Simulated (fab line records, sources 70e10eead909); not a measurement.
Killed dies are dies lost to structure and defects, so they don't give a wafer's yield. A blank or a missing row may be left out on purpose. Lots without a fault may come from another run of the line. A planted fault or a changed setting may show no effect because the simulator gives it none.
fab line records | flow nand_harc
record lots=6 wafers=17 last_day=31
route steps=1302 shown A_SOURCE_PLATE@420 A_ONON_D1@424 END@1302
lots that met no fault: from a run of the same line without faults
start_h: hours from the record's first day to the start of the lot's first wafer shown | wait_h: hours since the lot's step before | " the same as in the row above | L1.1+2: a row that stands for several wafers | - no value, or no start given | * or withheld: withheld | < > ~ a bound
route shown NAME@n: a module of which the file shows steps, and the number in the route of the first | usual: mean/standard deviation of fault-free wafers | same: alike in all rows | chamber/n: place in a boat | sites: the reading at each site | _std_site: their standard deviation | _edge_site: outer sites' mean less inner sites' | radius_mm: how far each site lies from the wafer's centre | mask NAME#n: copy n | behind: the tool/chamber that last shaped the wafer | hold: why the lot was held/for how many hours/how that ended | device: the transistor (n, p or np) that didn't switch | end of line: the same wafers' tests at the end of the route | a step without rows: its recipe alone | killed: dies lost to structure and defects at the first sort, not the wafer's yield | map: a wafer's dies, x killed, . not, _ none there
set.NAME: the setting as run; set.NAME@STEP: as run at that earlier step | model.NAME: the simulator's own value behind a step, which no gauge read
lots at some steps of the route; a table a step, a row a wafer
services: from which hour (start_h, from the record's first day; less than 0 if before it) a tool's chamber was out of use, for how many hours, and why
## steps
# step NHARC_A_SOURCE_PLATE_THK_MEAS_06
# recipe thk_meas_gauge=ellipsometry
# usual thk_nm=199.8/2.1
# columns lot.wafer tool chamber start_h wait_h thk_nm
L793.2 film_metro-01 - 165.23 0.4 197.4
L793.3 " - " " 200.0
L793.4 " - " " 199.5
L801.1 film_metro-02 - 236.15 0.4 198.4
L801.4 " - " " 198.0
L804.1 film_metro-01 - 267.74 0.4 197.5
L804.3 " - " " 196.6
L804.5 " - " " 197.8
L806.1 film_metro-01 - 304.04 0.4 199.3
L806.5 " - " " 197.0
L806.6 " - " " 199.5
L810.1 film_metro-01 - 338.17 0.4 199.5
L810.3 " - " " 199.6
L810.5 " - " " 201.5
L811.2 film_metro-02 - 338.17 0.4 198.0
L811.4 " - " " 200.6
L811.5 " - " " 201.6
# step NHARC_A_SOURCE_PLATE_INSPECT_08
# usual raw_defect_count=69/37
# columns lot.wafer tool chamber start_h wait_h raw_defect_count
L793.2 defect_inspect-01 - 165.34 0.0 105
L793.3 " - " " 43
L793.4 " - " " 43
L801.1 defect_inspect-01 - 236.22 0.0 78
L801.4 " - " " 47
L804.1 defect_inspect-02 - 267.85 0.0 94
L804.3 " - " " 54
L804.5 " - " " 106
L806.1 defect_inspect-01 - 304.10 0.0 248
L806.5 " - " " 130
L806.6 " - " " 243
L810.1 defect_inspect-01 - 338.26 0.0 80
L810.3 " - " " 93
L810.5 " - " " 119
L811.2 defect_inspect-02 - 338.26 0.0 24
L811.4 " - " " 25
L811.5 " - " " 43
# step NHARC_A_ONON_D1_DEP_00
# recipe target_thk_a=10000 n2_flow_sccm=2750 n2o_flow_sccm=2000 nh3_flow_sccm=500 sih4_flow_sccm=210 temp_c=400
# step NHARC_A_ONON_D1_THK_MEAS_02
# recipe thk_meas_gauge=ellipsometry
# usual thk_nm=1001/10
# columns lot.wafer tool chamber start_h wait_h thk_nm
L793.2 film_metro-02 - 165.92 - 1009
L793.3 " - " " 1010
L793.4 " - " " 1010
L801.1 film_metro-01 - 236.79 - 1017
L801.4 " - " " 1016
L804.1 film_metro-01 - 268.43 - 1001
L804.3 " - " " 1001
L804.5 " - " " 1002
L806.1 film_metro-02 - 304.68 - 988
L806.5 " - " " 986
L806.6 " - " " 988
L811.2 film_metro-01 - 338.83 - 987
L811.4 " - " " 990
L811.5 " - " " 988
L810.1 film_metro-02 - 338.83 - 1005
L810.3 " - " " 1005
L810.5 " - " " 1003
# step NHARC_A_ONON_D1_DEP_03
# recipe target_thk_a=10000 n2_flow_sccm=2750 n2o_flow_sccm=2000 nh3_flow_sccm=500 sih4_flow_sccm=210 temp_c=400
# step NHARC_A_ONON_D1_THK_MEAS_05
# recipe thk_meas_gauge=ellipsometry
# usual thk_nm=1001/8.3
# columns lot.wafer tool chamber start_h wait_h thk_nm
L793.2 film_metro-02 - 166.49 - 1010
L793.3 " - " " 1008
L793.4 " - " " 1010
L801.1 film_metro-02 - 237.35 - 997
L801.4 " - " " 998
L804.1 film_metro-01 - 269.00 - 992
L804.3 " - " " 994
L804.5 " - " " 992
L806.1 film_metro-02 - 305.25 - 1013
L806.5 " - " " 1012
L806.6 " - " " 1015
L811.2 film_metro-01 - 339.39 - 996
L811.4 " - " " 996
L811.5 " - " " 997
L810.1 film_metro-02 - 339.40 - 991
L810.3 " - " " 992
L810.5 " - " " 991
# step NHARC_A_ONON_D1_DEP_06
# recipe target_thk_a=10000 n2_flow_sccm=2750 n2o_flow_sccm=2000 nh3_flow_sccm=500 sih4_flow_sccm=210 temp_c=400
# step NHARC_A_ONON_D1_THK_MEAS_08
# recipe thk_meas_gauge=ellipsometry
# usual thk_nm=999/11
# columns lot.wafer tool chamber start_h wait_h thk_nm
L793.2 film_metro-01 - 167.06 - 992
L793.3 " - " " 992
L793.4 " - " " 992
L801.1 film_metro-02 - 237.92 - 1022
L801.4 " - " " 1018
L804.1 film_metro-01 - 269.58 - 987
L804.3 " - " " 989
L804.5 " - " " 987
L806.1 film_metro-02 - 305.81 - 1002
L806.5 " - " " 1002
L806.6 " - " " 1000
L811.2 film_metro-01 - 339.96 - 996
L811.4 " - " " 997
L811.5 " - " " 999
L810.1 film_metro-02 - 339.97 - 1021
L810.3 " - " " 1021
L810.5 " - " " 1022
# step NHARC_A_ONON_D1_DEP_09
# recipe target_thk_a=10000 n2_flow_sccm=2750 n2o_flow_sccm=2000 nh3_flow_sccm=500 sih4_flow_sccm=210 temp_c=400
# step NHARC_A_ONON_D1_THK_MEAS_11
# recipe thk_meas_gauge=ellipsometry
# usual thk_nm=1000/9.7
# columns lot.wafer tool chamber start_h wait_h thk_nm
L793.2 film_metro-02 - 167.63 - 1010
L793.3 " - " " 1008
L793.4 " - " " 1010
L801.1 film_metro-01 - 238.49 - 995
L801.4 " - " " 995
L804.1 film_metro-02 - 270.15 - 1003
L804.3 " - " " 999
L804.5 " - " " 1002
L806.1 film_metro-02 - 306.38 - 990
L806.5 " - " " 988
L806.6 " - " " 987
L811.2 film_metro-02 - 340.53 - 1001
L811.4 " - " " 1000
L811.5 " - " " 999
L810.1 film_metro-01 - 340.54 - 1001
L810.3 " - " " 1000
L810.5 " - " " 1004
# step NHARC_A_ONON_D1_DEP_12
# recipe target_thk_a=10000 n2_flow_sccm=2750 n2o_flow_sccm=2000 nh3_flow_sccm=500 sih4_flow_sccm=210 temp_c=400
# usual n2o_flow_sccm=2000/6.3
# columns lot.wafer tool chamber start_h wait_h n2o_flow_sccm
L793.2 pecvd_onon-03 0 167.74 0.1 1997
L793.3 " 0 " " 2001
L793.4 " 0 " " 1997
L801.1 pecvd_onon-04 0 238.54 0.1 2003
L801.4 " 0 " " 2008
L804.1 pecvd_onon-04 0 270.21 0.1 2003
L804.3 " 0 " " 1999
L804.5 " 0 " " 2001
L806.1 pecvd_onon-01 0 306.43 0.1 1992
L806.5 " 0 " " 1992
L806.6 " 0 " " 1988
L810.1 pecvd_onon-04 0 340.59 0.1 1988
L810.3 " 0 " " 1990
L810.5 " 0 " " 1988
L811.2 pecvd_onon-03 0 340.64 0.1 1990
L811.4 " 0 " " 1991
L811.5 " 0 " " 1993
# step NHARC_A_ONON_D1_THK_MEAS_14
# recipe thk_meas_gauge=ellipsometry
# usual thk_nm=1002/10
# columns lot.wafer tool chamber start_h wait_h thk_nm
L793.2 film_metro-01 - 168.20 - 1013
L793.3 " - " " 1011
L793.4 " - " " 1013
L801.1 film_metro-01 - 239.05 - 992
L801.4 " - " " 944
L804.1 film_metro-01 - 270.72 - 1009
L804.3 " - " " 1010
L804.5 " - " " 965
L806.1 film_metro-02 - 306.95 - 1012
L806.5 " - " " 1012
L806.6 " - " " 1011
L811.2 film_metro-01 - 341.10 - 1002
L811.4 " - " " 1000
L811.5 " - " " 1002
L810.1 film_metro-02 - 341.10 - 1017
L810.3 " - " " 1017
L810.5 " - " " 1017
# step NHARC_A_ONON_D1_ANNEAL_15
# recipe temp_c=750 time_s=3600
# step NHARC_END_SORT_01
# recipe temp_c=25
# usual killed_at_array=50/16 killed_at_other=0.8/1 killed_at_periphery=4/3.1 killed_dies=54/16 killed_open=3.2/2 killed_short=2.5/1.6
# same gross_dies=677
# columns lot.wafer tool chamber start_h wait_h killed_at_array killed_at_other killed_at_periphery killed_dies killed_open killed_short
L793.2 prober-01 0 581.50 2.8 24 0 3 27 6 2
L793.3 prober-01 0 582.31 3.1 18 0 1 19 1 1
L793.4 prober-01 0 583.13 3.4 28 0 2 30 4 7
L804.1 prober-02 0 664.56 2.5 44 2 7 53 1 4
L804.3 prober-02 0 666.13 3.1 61 4 0 65 5 3
L804.5 prober-02 0 667.71 3.7 55 2 4 61 4 2
L806.1 prober-01 0 704.85 2.5 83 0 2 85 2 2
L806.5 prober-01 0 708.05 3.7 71 2 1 74 3 0
L806.6 prober-01 0 708.85 4.0 65 0 0 65 2 3
L810.1 prober-02 0 742.05 2.5 50 0 6 56 1 3
L810.3 prober-02 0 743.65 3.1 60 0 2 62 4 5
L810.5 prober-02 0 745.25 3.7 64 0 8 72 0 2
L811.2 prober-01 0 742.87 2.8 34 0 4 38 2 4
L811.4 prober-01 0 744.46 3.4 45 0 1 46 1 3
L811.5 prober-01 0 745.25 3.7 30 3 0 33 1 3
# killed by level:class
L793.2 A_CHANNEL_HOLE_D2:chamber_film_flake=6 A_CONTACT:chamber_film_flake=5 A_CHANNEL_FILL_D2:geometric_particle:open=2 P_M1:chamber_film_flake=2 A_STAIRCASE:chamber_film_flake=2 A_M1:chamber_film_flake=2 P_M0:geometric_particle:short=1 A_CHANNEL_FILL_D1:geometric_particle:short=1
L793.3 A_CHANNEL_HOLE_D2:chamber_film_flake=7 A_CONTACT:chamber_film_flake=5 A_WL_FILL:geometric_particle:open=1 A_BLC:geometric_particle:short=1 P_M1:chamber_film_flake=1 A_ZERO_WELL:chamber_film_flake=1 A_CHANNEL_HOLE_D1:chamber_film_flake=1 A_CHANNEL_FILL_D1:chamber_film_flake=1
L793.4 A_CHANNEL_HOLE_D2:chamber_film_flake=8 A_M1:chamber_film_flake=4 A_CONTACT:chamber_film_flake=3 P_CONTACT:geometric_particle:open=1 A_ONON_D1:geometric_particle:short=1 A_CHANNEL_FILL_D1:geometric_particle:short=1 A_DECK1_JOINT:geometric_particle:short=1 A_ONON_D2:geometric_particle:short=1
L804.1 A_SLIT:chamber_film_flake=24 A_CHANNEL_HOLE_D1:chamber_film_flake=6 A_CHANNEL_HOLE_D2:chamber_film_flake=4 P_STI:chamber_film_flake=3 P_M2:chamber_film_flake=2 A_DECK1_JOINT:chamber_film_flake=2 A_STAIRCASE:chamber_film_flake=2 THIN_TSV:chamber_film_flake=2
L804.3 A_SLIT:chamber_film_flake=26 A_CHANNEL_HOLE_D2:chamber_film_flake=14 A_CHANNEL_HOLE_D1:chamber_film_flake=7 THIN_TSV:chamber_film_flake=4 A_M0:chamber_film_flake=3 A_ONON_D1:geometric_particle:open=2 A_STAIRCASE:chamber_film_flake=2 A_SOURCE_PLATE:geometric_particle:open=1
L804.5 A_SLIT:chamber_film_flake=28 A_CHANNEL_HOLE_D2:chamber_film_flake=13 A_CHANNEL_HOLE_D1:chamber_film_flake=3 A_M0:chamber_film_flake=2 P_STI:chamber_film_flake=2 THIN_TSV:chamber_film_flake=2 P_GATE:geometric_particle:short=1 A_DECK1_JOINT:geometric_particle:open=1
L806.1 A_CHANNEL_HOLE_D1:chamber_film_flake=38 A_SLIT:chamber_film_flake=22 A_CHANNEL_HOLE_D2:chamber_film_flake=11 A_STAIRCASE:chamber_film_flake=3 A_M1:chamber_film_flake=2 P_M1:geometric_particle:short=1 A_ONON_D2:geometric_particle:open=1 A_BLC:geometric_particle:short=1
L806.5 A_CHANNEL_HOLE_D1:chamber_film_flake=32 A_SLIT:chamber_film_flake=25 A_CHANNEL_HOLE_D2:chamber_film_flake=5 A_STAIRCASE:chamber_film_flake=3 A_CONTACT:chamber_film_flake=2 A_SGD_CUT:geometric_particle:open=1 A_BLC:geometric_particle:open=1 STARTING-WAFER:geometric_particle:open=1
L806.6 A_SLIT:chamber_film_flake=22 A_CHANNEL_HOLE_D1:chamber_film_flake=14 A_CHANNEL_HOLE_D2:chamber_film_flake=11 A_STAIRCASE:chamber_film_flake=5 A_ZERO_WELL:chamber_film_flake=3 A_M1:chamber_film_flake=3 A_CONTACT:geometric_particle:short=2 A_DECK1_JOINT:geometric_particle:short=1
L810.1 A_CHANNEL_HOLE_D2:chamber_film_flake=18 A_SLIT:chamber_film_flake=16 A_CHANNEL_HOLE_D1:chamber_film_flake=7 P_M1:chamber_film_flake=3 A_CONTACT:chamber_film_flake=2 A_WL_FILL:chamber_film_flake=2 A_ONON_D1:geometric_particle:short=1 A_CHANNEL_HOLE_D1:geometric_particle:short=1
L811.2 A_CHANNEL_HOLE_D1:chamber_film_flake=17 A_SLIT:chamber_film_flake=7 A_CHANNEL_FILL_D1:chamber_film_flake=3 A_WL_FILL:geometric_particle:short=2 P_M1:chamber_film_flake=2 P_CONTACT:geometric_particle:short=1 A_ONON_D1:geometric_particle:open=1 A_ONON_D2:geometric_particle:open=1
L810.3 A_SLIT:chamber_film_flake=27 A_CHANNEL_HOLE_D2:chamber_film_flake=13 A_CHANNEL_HOLE_D1:chamber_film_flake=7 A_CHANNEL_FILL_D1:geometric_particle:short=2 A_M0:geometric_particle:open=2 A_WL_FILL:chamber_film_flake=2 A_ONON_D1:geometric_particle:open=1 A_DECK1_JOINT:geometric_particle:open=1
L811.4 A_CHANNEL_HOLE_D1:chamber_film_flake=31 A_SLIT:chamber_film_flake=6 A_CONTACT:chamber_film_flake=4 A_ONON_D1:geometric_particle:short=1 A_DECK1_JOINT:geometric_particle:open=1 A_ONON_D2:geometric_particle:short=1 A_SGD_CUT:geometric_particle:short=1 P_GATE:chamber_film_flake=1
L810.5 A_SLIT:chamber_film_flake=25 A_CHANNEL_HOLE_D2:chamber_film_flake=23 A_CHANNEL_HOLE_D1:chamber_film_flake=6 P_M1:chamber_film_flake=4 A_WL_FILL:chamber_film_flake=4 A_CONTACT:chamber_film_flake=4 P_GATE:chamber_film_flake=3 P_M0:geometric_particle:short=1
L811.5 A_CHANNEL_HOLE_D1:chamber_film_flake=18 A_SLIT:chamber_film_flake=5 THIN_TSV:chamber_film_flake=3 A_CONTACT:chamber_film_flake=2 A_CHANNEL_HOLE_D2:geometric_particle:open=1 A_SGD_CUT:geometric_particle:short=1 A_WL_FILL:geometric_particle:short=1 A_M0:geometric_particle:short=1
## services
# columns tool chamber start_h hours kind
pecvd_onon-03 - 227.00 13.0 pm
pecvd_onon-01 - 269.42 13.0 pm
pecvd_onon-04 - 311.00 13.0 pm
## key
first_sign step=NHARC_A_ONON_D1_THK_MEAS_14 reading=thk_nm direction=down sigmas=4.6 usual=1002 struck=955
effect none on later readings
met_at NHARC_A_ONON_D1_DEP_12
struck_wafers L801.4,L804.5
sort_left_out L801.4
tester_left_out L801,L804
fault kind=process_parameter_drift tool=pecvd_onon-04 chamber=- onset_h=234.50 steps=NHARC_A_ONON_D1_DEP_12 channel=target_thk_a offset=* shape=step end_h=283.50 scope=struck_wafers_only acts_in=* stated=*
# tester_left_out: of these lots the tester's yield and bins aren't shown, on N5 and GAA mostly nor the transistor test; their killed dies are dies lost to structure and defects alone, not to doping, threshold or leakage, so they don't give the yield
# sort_left_out: the simulated sort isn't trusted on such a fault, so these wafers' sort isn't shown, and their yield isn't known
